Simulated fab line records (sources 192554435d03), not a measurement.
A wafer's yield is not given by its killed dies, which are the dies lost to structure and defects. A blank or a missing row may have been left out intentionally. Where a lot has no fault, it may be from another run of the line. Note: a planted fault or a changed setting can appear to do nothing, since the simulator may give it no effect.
A lot that was struck, set against a sound lot ; flow n5Finfet ; 27 steps out of a route of 1938
Sound: wafers L261.2, L261.3, L261.5. The struck wafers were L271.1, L271.2, L271.4. Last of all comes the cause.
Per side, at each step with rows, come the tool, then ch with its chambers, and then its first start. Under that, the readings that differ: sound wafers ; struck wafers ; difference of the means ; sigmas: that difference in standard deviations of wafers without a fault.
alike: words and numbers the same on both sides, and readings whose means are apart by under 2 such deviations; not compared: readings that were withheld, readings missing a value for some wafer, numbers with overlapping values and no deviation given by the record, and bounds like >300 which may hide the same value.
A row with sigmas, a row that says differs or no value, or rows on one side alone: a step with any of these is where the two part. Numbers that don't overlap but have no deviation are shown without sigmas and don't part them. A reading that every wafer of one side lacks parts them only if that side has two wafers or more.

first, 10 steps without rows for these wafers: N5_DUMMY_GATE_STRIP_48 (strips in N2/H2, time 20 s); N5_DUMMY_GATE_PRECLEAN_33 (cleans in dHF, time 10 s); N5_DUMMY_GATE_PRECLEAN_25 (cleans in O3/DIW, time 45 s); N5_DUMMY_GATE_PRECLEAN_51 (cleans in SC2, time 45 s); N5_DUMMY_GATE_SRD_26 (time 30 s); N5_DUMMY_GATE_UV_OZONE_45 (time 120 s); N5_SPACER0_ALD_07 (deposits SiNx, target thk 2 nm); N5_SPACER0_ALD_00 (deposits SiOCN, target thk 3.5 nm, pulse time 3 s, purge time 2 s); N5_SPACER0_ALD_08 (deposits SiNx, target thk 2 nm); N5_SD_EPI_N_COAT_32 (time 60 s, resist thk 350 nm).
N5_SD_EPI_N_COAT_33: time 60 s, resist thk 35 nm.
  sound on lithoTrack-02 ch 0, day 3 10:32; struck on lithoTrack-02 ch 0, day 5 20:03
reading;sound;struck;difference;sigmas
spinSpeedRpm (rpm);1500.7 1499.2 1499.1;1589.6 1590.5 1589.2;+90.1;+99 or more
model.SiARC_of_SD_EPI_N_COAT_33.thkNm (nm);34.8 34.8 35;34 34 34.2;-1;
  alike: resistLineTempC
then, 7 steps without rows for these wafers: N5_SD_EPI_N_COAT_03 (resist thk 150 nm); N5_SD_EPI_N_EBR_05; N5_SD_EPI_N_SOFTBAKE_04 (time 60 s); N5_SD_EPI_N_EXPOSE_06 (exposes mask SD N BLK, target cd 120 nm); N5_SD_EPI_N_PEB_07 (peb time 60 s); N5_SD_EPI_N_DEVELOP_08 (develop time 30 s); N5_SD_EPI_N_DESCUM_14 (chemistry O2, time 7.9 s).
N5_SD_EPI_N_ETCH_34: etches SiARC in CF4, target depth 45.5 nm, time 75.8 s.
  sound on rieDiel-04 ch 0,2,3, day 3 11:05; struck on rieDiel-06 ch 1,2,3, day 5 20:34
reading;sound;struck;difference;sigmas
etchRfOnTimeS (s);75.8 77.9 75.6;71.7 70.5 71.8;-5.1;-4
rfVppV (V);182.8 183.5 183.8;185.8 185.4 186.2;+2.4;+2
model.etch.depthNm (nm);34.84 34.86 34.91;33.98 34.08 34.15;-0.80;
model.CAR-ArF-block_of_SD_EPI_N_COAT_03.thkNm (nm);110.2 110.4 110.6;111.8 111.6 111.6;+1.3;
  alike: drypumpMotorCurrentA, oesProductAu, showerheadPlenumPTorr, throttleValvePct
  not compared: rfHoursCounterH
then, 4 steps without rows for these wafers: N5_SD_EPI_N_ETCH_35 (etches SOC in N2/H2, overetch 108 nm, time 486 s); N5_SD_EPI_N_STRIP_36 (strips in N2/H2); N5_SD_EPI_N_ETCHBACK_44 (etches SiNx in CH3F/O2, stops on SiO2, target depth 14.5 nm); N5_SD_EPI_N_ETCH_45 (etches SiOCN in CH3F/O2, target depth 6 nm).
N5_SD_EPI_N_ETCH_16: etches SiO2 in CHF3/O2, target depth 5 nm.
  sound on rieDiel-04 ch 0,2,3, day 3 11:40; struck on rieDiel-06 ch 1,2,3, day 5 21:08
reading;sound;struck;difference;sigmas
model.SiARC_of_SD_EPI_N_COAT_33.thkNm (nm);12.8 13 12.6;10.8 10.4 11.2;-2.0;
  alike: drypumpMotorCurrentA, oes_o_777_au, oesProductAu, rfVppV, showerheadPlenumPTorr, throttleValvePct
  not compared: rfHoursCounterH
then, 1 step without rows for these wafers: N5_SD_EPI_N_STRIP_47 (strips in CHF3/O2).
-- here the record skips 6 days between the struck wafers' starts before and after, leaving off in module SD_EPI_N and picking up in module BEOL_M4 (first step shown: number 1111 of the route) --
N5_BEOL_M4_RC_MEAS_101:
  sound on prober-02 ch 0, day 9 15:51; struck on prober-02 ch 0, day 12 08:47
reading;sound;struck;difference;sigmas
SS_P (mV/dec);72.7 71.6 71.0;73.1 73.2 73.8;+1.6;+2
  alike: DIBL_N, DIBL_P, IOFF_N, IOFF_P, ION_N, ION_P, SS_N, VT_N, VT_P
-- record jumps: 4 days separate the struck wafers' starts on either side; left off in module BEOL_M4, taken up again in module PASSIVATION, whose first shown step is the route's number 1936 --
N5_PASSIVATION_PROBE_49:
  rows exist in the record for the struck wafers here (prober-01, day 16 17:58), but not for the sound ones

== WHERE THEY PART ==
At N5_SD_EPI_N_COAT_33 first; at N5_PASSIVATION_PROBE_49 last (within this record only).

WHY: what the simulator had put in
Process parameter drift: lithoTrack-02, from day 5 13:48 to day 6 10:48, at N5_SD_EPI_N_COAT_33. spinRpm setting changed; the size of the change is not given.
